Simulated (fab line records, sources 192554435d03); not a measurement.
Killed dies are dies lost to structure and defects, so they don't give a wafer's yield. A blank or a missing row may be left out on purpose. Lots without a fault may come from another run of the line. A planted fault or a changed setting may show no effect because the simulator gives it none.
fab line records | flow n5_finfet
record lots=11 wafers=33 last_day=18
route steps=1938 shown MIM_BOT_LITHO@1862 TV_OPEN@1888
lots that met no fault: from a run of the same line without faults
start_h: hours from the record's first day to the start of the lot's first wafer shown | wait_h: hours since the lot's step before | " the same as in the row above | L1.1+2: a row that stands for several wafers | - no value, or no start given | * or withheld: withheld | < > ~ a bound
route shown NAME@n: a module of which the file shows steps, and the number in the route of the first | usual: mean/standard deviation of fault-free wafers | same: alike in all rows | chamber/n: place in a boat | sites: the reading at each site | _std_site: their standard deviation | _edge_site: outer sites' mean less inner sites' | radius_mm: how far each site lies from the wafer's centre | mask NAME#n: copy n | behind: the tool/chamber that last shaped the wafer | hold: why the lot was held/for how many hours/how that ended | device: the transistor (n, p or np) that didn't switch | end of line: the same wafers' tests at the end of the route | a step without rows: its recipe alone | killed: dies lost to structure and defects at the first sort, not the wafer's yield | map: a wafer's dies, x killed, . not, _ none there
set.NAME: the setting as run; set.NAME@STEP: as run at that earlier step | model.NAME: the simulator's own value behind a step, which no gauge read
steps of the route over a sample of lots; a table a step, a row a wafer
services: from which hour (start_h, from the record's first day; less than 0 if before it) a tool's chamber was out of use, for how many hours, and why
## steps
# step N5_MIM_BOT_LITHO_CD_MEAS_08
# recipe target_cd_nm=3000 landing_energy_ev=500 detector=se_inlens polarity=opening
# usual cd_nm=3000.2/1.5
# columns lot.wafer tool chamber start_h wait_h cd_nm
L821.1 cd_sem-01 0 262.85 - 3001.4
L821.4 " 0 " " 3000.3
L821.5 " 0 " " 3000.5
L823.2 cd_sem-03 0 280.84 - 2997.6
L823.4 " 0 " " 2997.5
L823.6 " 0 " " 2997.7
L828.3 cd_sem-01 0 298.04 - 3001.1
L828.4 " 0 " " 3001.1
L828.6 " 0 " " 2999.8
L830.2 cd_sem-01 0 311.35 - 3001.5
L830.4 " 0 " " 3000.4
L830.5 " 0 " " 3002.6
L831.1 cd_sem-02 0 316.11 - 2999.6
L831.5 " 0 " " 3000.9
L831.6 " 0 " " 3000.0
L833.1 cd_sem-02 0 331.98 - 3000.1
L833.5 " 0 " " 3000.0
L833.6 " 0 " " 3000.8
L832.2 cd_sem-02 0 339.86 - 2996.4
L832.3 " 0 " " 2997.5
L832.4 " 0 " " 2998.5
L837.2 cd_sem-02 0 363.38 - 2999.8
L837.3 " 0 " " 2999.2
L837.4 " 0 " " 3000.1
L839.2 cd_sem-03 0 371.04 - 2998.9
L839.4 " 0 " " 2998.7
L839.6 " 0 " " 3000.5
L841.2 cd_sem-02 0 371.20 - 3002.1
L841.3 " 0 " " 3002.3
L841.4 " 0 " " 3003.0
L844.2 cd_sem-03 0 416.25 - 3000.7
L844.3 " 0 " " 3000.1
L844.5 " 0 " " 3000.5
# step N5_MIM_BOT_LITHO_OVL_MEAS_11
# recipe points_per_wafer=44
# usual MIM_BOT_OVL=-1/5.2
# columns lot.wafer tool chamber start_h wait_h MIM_BOT_OVL[nm]
L821.1 overlay-01 0 262.88 0.0 3
L821.4 " 0 " " 7
L821.5 " 0 " " 5
L823.2 overlay-01 0 280.87 0.0 -1
L823.4 " 0 " " 0
L823.6 " 0 " " -4
L828.3 overlay-02 0 298.06 0.0 -3
L828.4 " 0 " " -6
L828.6 " 0 " " 2
L830.2 overlay-02 0 311.38 0.0 -8
L830.4 " 0 " " -1
L830.5 " 0 " " -11
L831.1 overlay-01 0 316.14 0.0 -3
L831.5 " 0 " " -9
L831.6 " 0 " " -1
L833.1 overlay-02 0 332.01 0.0 1
L833.5 " 0 " " 9
L833.6 " 0 " " 3
L832.2 overlay-01 0 339.89 0.0 1
L832.3 " 0 " " 0
L832.4 " 0 " " 2
L837.2 overlay-01 0 363.41 0.0 10
L837.3 " 0 " " 12
L837.4 " 0 " " 8
L839.2 overlay-01 0 371.07 0.0 4
L839.4 " 0 " " -5
L839.6 " 0 " " -5
L841.2 overlay-02 0 371.23 0.0 3
L841.3 " 0 " " 4
L841.4 " 0 " " -5
L844.2 overlay-02 0 416.28 0.0 -9
L844.3 " 0 " " -12
L844.5 " 0 " " -12
# step N5_MIM_BOT_LITHO_DESCUM_10
# recipe chemistry=O2 time_s=7.9 source_power_w=50 bias_power_w=20 pressure_mtorr=20 rf_frequency_hz=2.712e+07 temp_c=40 o2_flow_sccm=225
# usual drypump_motor_current_A=6.0/0.39 oes_product_au=0.83/0.072 rf_vpp_V=243.0/1.3 showerhead_plenum_p_Torr=2.08/0.069 throttle_valve_pct=20.38/0.22
# columns lot.wafer tool chamber start_h wait_h drypump_motor_current_A oes_product_au rf_hours_counter_h rf_vpp_V showerhead_plenum_p_Torr throttle_valve_pct
L821.1 rie_diel-05 2 262.94 0.0 6.3 0.77 112 241.1 2.02 20.21
L821.4 " 3 " " 6.2 0.69 238 244.4 2.15 20.84
L821.5 " 1 " " 6.2 0.88 - 242.2 2.06 20.49
L823.2 rie_diel-03 2 280.92 0.0 5.5 0.96 5 243.8 2.13 20.62
L823.4 " 1 " " 6.5 0.85 50 241.5 2.04 20.65
L823.6 " 2 " " 5.5 0.96 - 243.0 2.13 20.62
L828.3 rie_diel-05 2 298.14 0.1 6.3 0.76 124 243.3 2.01 20.22
L828.4 " 1 " " 6.2 0.86 - 243.0 2.05 20.52
L828.6 " 0 " " 6.0 0.79 - 242.6 2.02 20.20
L830.2 rie_diel-05 2 311.44 0.0 6.4 0.76 131 241.6 2.01 20.24
L830.4 " 1 " " 6.2 0.86 - 242.8 2.05 20.52
L830.5 " 1 " " 6.2 0.86 - 242.5 2.05 20.53
L831.1 rie_diel-05 1 316.28 0.1 6.2 0.85 41 241.7 2.05 20.53
L831.5 " 2 " " 6.3 0.75 - 242.5 2.01 20.23
L831.6 " 1 " " 6.2 0.85 - 242.6 2.05 20.51
L833.1 rie_diel-04 0 332.07 0.0 5.4 0.88 53 243.8 2.13 20.19
L833.5 " 2 " " 5.3 0.84 - 241.7 2.02 20.02
L833.6 " 3 " " 6.4 0.85 - 244.8 2.23 20.58
L832.2 rie_diel-03 1 339.94 0.0 6.5 0.82 75 242.7 2.03 20.70
L832.3 " 2 " " 5.5 0.91 23 244.4 2.13 20.64
L832.4 " 3 " " 6.3 0.76 172 245.7 2.09 20.39
L837.2 rie_diel-05 3 363.47 0.0 6.2 0.94 16 245.0 2.14 20.49
L837.3 " 1 " " 6.2 0.82 55 242.0 2.04 20.55
L837.4 " 2 " " 6.3 0.74 148 241.3 2.01 20.24
L839.2 rie_diel-05 1 371.12 0.0 6.2 0.82 57 242.8 2.04 20.56
L839.4 " 2 " " 6.3 0.74 149 241.4 2.01 20.26
L839.6 " 2 " " 6.3 0.74 - 241.2 2.01 20.27
L841.2 rie_diel-04 0 371.29 0.0 5.4 0.84 70 243.5 2.12 20.23
L841.3 " 2 " " 5.3 0.82 78 244.3 2.02 20.06
L841.4 " 2 " " 5.3 0.83 - 240.7 2.02 20.05
L844.2 rie_diel-04 2 416.34 0.0 5.4 0.82 90 242.1 2.01 20.07
L844.3 " 3 " " 6.3 0.82 74 242.4 2.22 20.65
L844.5 " 2 " " 5.3 0.81 - 242.4 2.01 20.07
# step N5_PASSIVATION_VIA_ETCH_13
# recipe chemistry=CHF3/O2 target=SiO2 target_depth_a=6600 CHF3_flow_sccm=50 O2_flow_sccm=5 Ar_flow_sccm=200 time_s=330 mask_material=PR pressure_mtorr=30 source_w=650 bias_w=170 ion_energy_ev=200 ends=cleared
# usual bias_w=169.9/0.51 drypump_motor_current_A=5.5/0.48 etch_rf_on_time_s=236/4 oes_product_au=0.69/0.084 rf_vpp_V=523/5.8 showerhead_plenum_p_Torr=2.38/0.096 throttle_valve_pct=18.84/0.22
# columns lot.wafer tool chamber start_h wait_h bias_w drypump_motor_current_A etch_rf_on_time_s oes_product_au rf_hours_counter_h rf_vpp_V showerhead_plenum_p_Torr throttle_valve_pct
L821.1 rie_diel-01 0 265.84 0.0 169.6 5.4 232 0.69 138 518 2.23 18.73
L821.4 " 1 " " 171.1 4.7 239 0.62 221 523 2.49 19.22
L821.5 " 0 " " 169.2 5.4 232 0.69 - 519 2.23 18.73
L823.2 rie_diel-02 3 284.37 0.0 169.6 5.9 234 0.67 171 526 2.40 18.87
L823.4 " 0 " " 170.6 5.3 235 0.75 77 527 2.53 18.57
L823.6 " 3 " " 169.6 5.9 236 0.67 - 526 2.40 18.86
L828.3 rie_diel-01 2 299.81 0.0 170.1 6.3 232 0.63 198 524 2.38 18.78
L828.4 " 0 " " 170.6 5.4 238 0.68 149 517 2.23 18.74
L828.6 " 3 " " 170.6 5.8 233 0.88 - 528 2.38 18.58
L830.2 rie_diel-06 2 314.02 0.0 169.8 5.0 236 0.64 199 512 2.31 18.96
L830.4 " 1 " " 170.5 4.9 237 0.66 189 513 2.30 18.96
L830.5 " 2 " " 169.2 5.0 239 0.64 - 512 2.31 18.96
L831.1 rie_diel-06 3 318.59 0.0 169.9 5.6 235 0.84 13 529 2.56 18.47
L831.5 " 1 " " 168.9 4.9 242 0.66 - 515 2.30 18.95
L831.6 " 0 " " 170.1 5.5 242 0.63 - 533 2.40 19.29
L833.1 rie_diel-06 2 333.84 0.0 169.8 5.0 235 0.64 205 512 2.30 18.96
L833.5 " 0 " " 171.0 5.5 237 0.63 - 533 2.39 19.30
L833.6 " 3 " " 169.3 5.6 236 0.84 - 530 2.56 18.49
L832.2 rie_diel-01 3 343.50 0.0 169.9 5.7 227 0.86 23 525 2.37 18.61
L832.3 " 1 " " 170.3 4.7 233 0.61 246 523 2.48 19.27
L832.4 " 0 " " 171.0 5.4 235 0.67 163 518 2.22 18.76
L837.2 rie_diel-06 2 365.25 0.0 110.5 5.0 272 0.59 213 360 2.30 18.97
L837.3 " 1 " " 110.4 4.9 269 0.61 205 361 2.30 18.98
L837.4 " 3 " " 111.2 5.5 269 0.77 25 373 2.56 18.50
L839.2 rie_diel-01 2 372.69 0.0 170.0 6.3 239 0.61 221 524 2.38 18.80
L839.4 " 3 " " 170.6 5.7 236 0.82 - 525 2.37 18.63
L839.6 " 2 " " 170.3 6.3 241 0.61 - 524 2.37 18.80
L841.2 rie_diel-06 0 373.05 0.0 110.3 5.5 270 0.58 217 378 2.39 19.31
L841.3 " 1 " " 110.9 4.9 268 0.60 207 362 2.30 19.00
L841.4 " 2 " " 110.8 5.0 272 0.58 215 362 2.30 18.99
L844.2 rie_diel-01 2 419.88 0.0 170.0 6.3 239 0.61 235 522 2.37 18.84
L844.3 " 3 " " 169.2 5.7 238 0.80 42 527 2.36 18.64
L844.5 " 2 " " 170.2 6.3 249 0.60 - 523 2.37 18.84
## services
# columns tool chamber start_h hours kind
rie_diel-01 3 242.70 - clean
rie_diel-01 3 242.70 - consumable_replace:esc
rie_diel-01 3 242.70 - consumable_replace:focus_ring
rie_diel-01 3 242.70 18.6 scheduled_down
rie_diel-01 3 242.70 18.6 vent_cycle
rie_diel-06 3 247.21 - clean
rie_diel-01 0 277.94 1.8 repair
rie_diel-01 3 279.67 7.2 repair
rie_diel-03 2 282.26 6.2 repair
rie_diel-02 3 292.71 8.2 repair
rie_diel-05 3 297.86 - clean
rie_diel-05 3 297.86 - consumable_replace:focus_ring
rie_diel-05 3 297.86 17.7 scheduled_down
rie_diel-05 3 297.86 17.7 vent_cycle
rie_diel-04 1 301.83 9.3 repair
rie_diel-05 0 311.43 10.0 repair
rie_diel-05 1 312.06 1.9 repair
rie_diel-02 2 316.58 4.0 repair
rie_diel-04 3 343.89 10.1 repair
rie_diel-03 2 363.57 10.7 repair
rie_diel-05 2 378.73 45.5 repair
rie_diel-04 2 391.25 13.3 repair
rie_diel-01 3 408.00 9.3 repair
rie_diel-02 1 416.91 10.2 repair
## key
first_sign step=N5_PASSIVATION_VIA_ETCH_13 reading=bias_w direction=down sigmas=99+ usual=* struck=*
effect step=N5_PASSIVATION_VIA_ETCH_13 reading=rf_vpp_V direction=down sigmas=27 usual=523 struck=366
met_at N5_PASSIVATION_VIA_ETCH_13
struck_lots L837,L841
not_acting_at N5_MIM_BOT_LITHO_CD_MEAS_08,N5_MIM_BOT_LITHO_OVL_MEAS_11,N5_MIM_BOT_LITHO_DESCUM_10
onset_between 333.84 365.25
fault kind=process_parameter_drift tool=rie_diel-06 chamber=- onset_h=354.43 steps=N5_PASSIVATION_VIA_ETCH_13 channel=bias_w offset=* shape=step end_h=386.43 acts_in=* stated=*
